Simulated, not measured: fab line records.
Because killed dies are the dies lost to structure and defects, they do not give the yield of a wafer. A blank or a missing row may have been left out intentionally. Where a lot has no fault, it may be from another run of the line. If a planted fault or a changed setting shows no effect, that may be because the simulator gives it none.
Comparing a struck lot with a sound one	flow nandHarc	16 out of 1159 route steps
Sound: wafers L471.1, L471.3, L471.5. Struck: wafer L459.4; the same lot's L459.5 was not struck, so it is left out; see the end for the cause.
Per side, at each step with rows, come the tool, then ch with its chambers, and then its first start. Under that, the readings that differ: sound wafers	struck wafers	difference of the means	sigmas: that difference in standard deviations of wafers without a fault.
alike: same words and numbers on both sides, and readings whose means sit less than 2 such deviations apart. not compared: any withheld reading, any reading some wafer has no value for, any bound like >300 that may hide the same value, and any number with overlapping values for which the record gives no deviation.
The two part at a step that has a row with sigmas, a row that says differs or no value, or rows on one side only. Non-overlapping numbers with no deviation appear without sigmas and do not part them. Lack of a reading on every wafer of one side parts them only where that side has two or more wafers.

first, 1 step without rows for these wafers: NHARC_P_M2_PRE_CLEAN_30 (time 30 s).
NHARC_P_M2_PVD_20: deposits TaN, target thk 5 nm, time 8.06 s.
  sound on pvdSputter-01; struck on pvdSputter-03
  alike: throttleValvePct
NHARC_P_M2_PVD_21: deposits Cu, target thk 30 nm, time 20.49 s.
  sound on pvdSputter-01; struck on pvdSputter-03
  alike: throttleValvePct
then, 2 steps without rows for these wafers: NHARC_P_M2_ECD_22 (material Cu, target thk 400 nm); NHARC_P_M2_ANNEAL_31 (time 90 s).
NHARC_P_M2_CMP_23: polishes, t overpolish 20 s, target thk 144.3 nm.
  sound on cmp-02 ch 0,2,3, day 10 13:31; struck on cmp-01 ch 0, day 7 13:46
  alike: motorCurrentA, slurryFilterDpKPa, timeToEndpointS
NHARC_P_M2_THK_MEAS_24: measures by xrf.
  sound: filmMetro-01 at day 10 13:47; struck: filmMetro-01 at day 7 14:00
  alike: thkNm
then, 1 step without rows for these wafers: NHARC_P_M2_SRD_25.
NHARC_P_M2_INSPECT_27:
  sound: defectInspect-02 at day 10 13:56; struck: defectInspect-02 at day 7 14:11
  alike: rawDefectCount
then, 1 step without rows for these wafers: NHARC_P_M2_PRE_CLEAN_32 (time 12 s).
NHARC_P_M2_DEP_33: deposits SiCN, target thk 30 nm.
  sound on pecvd-03 ch 0,1,2, day 10 14:05; struck on pecvd-03 ch 0, day 7 14:31
  alike: heaterPowerW
NHARC_P_BONDPAD_DEP_00: deposits SiCN, target thk 250 nm.
  sound on pecvd-04 ch 0,1, day 10 14:31; struck on pecvd-03 ch 1, day 7 14:53
  alike: heaterPowerW
NHARC_P_BONDPAD_CMP_32: polishes SiCN, target thk 200 nm.
  sound on cmp-02 ch 1,2, day 10 15:05; struck on cmp-04 ch 3, day 7 15:12
  alike: motorCurrentA, slurryFilterDpKPa
NHARC_P_BONDPAD_THK_MEAS_33: measures by ellipsometry.
  sound: filmMetro-02 at day 10 15:18; struck: filmMetro-01 at day 7 15:24
reading	sound	struck	difference	sigmas
thkNm (nm)	199.4 201.2 198.8	140.8	-59.0	-42
then, 1 step without rows for these wafers: NHARC_P_BONDPAD_SRD_34.
-- the record jumps here: 13 days lie between the struck wafers' starts before and after (it left off in module P_BONDPAD and takes up again in module END, whose first step shown is number 1159 of the route) --
NHARC_END_SORT_01:
  sound on prober-01 ch 0, day 24 11:44; struck on prober-01 ch 0, day 20 22:08
  alike: defectLimitedYield, killedAtArray, killedAtOther, killedAtPeriphery, killedDies, killedOpen, killedShort, sort_bin_2_pct, sort_bin_3_pct, sort_bin_4_pct, sortNPass, sortRimYieldPct, sortYieldPct

WHERE THEY PART
Only at NHARC_P_BONDPAD_THK_MEAS_33, within this record. Later steps at which nothing parts them and some readings are alike: NHARC_END_SORT_01.

WHY: whatever the simulator had introduced
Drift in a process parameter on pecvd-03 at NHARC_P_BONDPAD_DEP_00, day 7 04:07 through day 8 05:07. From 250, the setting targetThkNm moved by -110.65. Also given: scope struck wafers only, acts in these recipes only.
